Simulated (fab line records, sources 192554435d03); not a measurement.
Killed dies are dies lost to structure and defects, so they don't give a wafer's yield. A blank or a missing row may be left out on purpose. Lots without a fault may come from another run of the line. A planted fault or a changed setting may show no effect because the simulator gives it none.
Chamber matching | flow n5_finfet | N5_DUMMY_GATE_ETCH_44 on rie_si-02: 4 sister chambers
The step etches poly-Si in HBr/O2, stops on SiO2, target depth 127.5 nm. 4 wafers are shown with their chamber, then 11 later ones without.

WAFERS WITH THEIR CHAMBER
wafer  | chamber | drypump_motor_current_A (A)
L081.3 | 1       | 5.4
L087.4 | 3       | 6.1
L087.5 | 0       | 5.4
L089.1 | 2       | 5.7

WAFERS WITHOUT THEIR CHAMBER
wafer  | drypump_motor_current_A (A)
L089.2 | 5.4
L089.6 | 5.4
L090.3 | 5.7
L090.4 | 5.4
L090.5 | 5.7
L095.1 | 5.4
L095.3 | 6.1
L095.6 | 5.7
L096.2 | 5.7
L096.5 | 5.3
L096.6 | 6.2

WHICH CHAMBER EACH WENT THROUGH
wafer  | from the rows above     | in truth
L089.2 | can't be placed: 0 or 1 | 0
L089.6 | can't be placed: 0 or 1 | 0
L090.3 | 2                       | 2
L090.4 | can't be placed: 0 or 1 | 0
L090.5 | 2                       | 2
L095.1 | can't be placed: 0 or 1 | 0
L095.3 | 3                       | 3
L095.6 | 2                       | 2
L096.2 | 2                       | 2
L096.5 | can't be placed: 0 or 1 | 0
L096.6 | 3                       | 3
Placed correctly: 6 of 11. Can't be placed from these rows: 5 (the true chamber is among the candidates in 5). Placed wrongly: 0.
How it was worked out, from the rows above alone: a wafer's distance from a chamber is the root of the sum, over the readings, of the square of ((its reading less the chamber's mean) divided by the reading's scatter). The wafer belongs to the nearest chamber; if the next one is less than 2 further off, it can't be placed. A chamber's mean is the mean of its shown wafers. The scatter: with one shown wafer a chamber, the root of the mean of the squares of how far each hidden wafer lies from its nearest shown one.
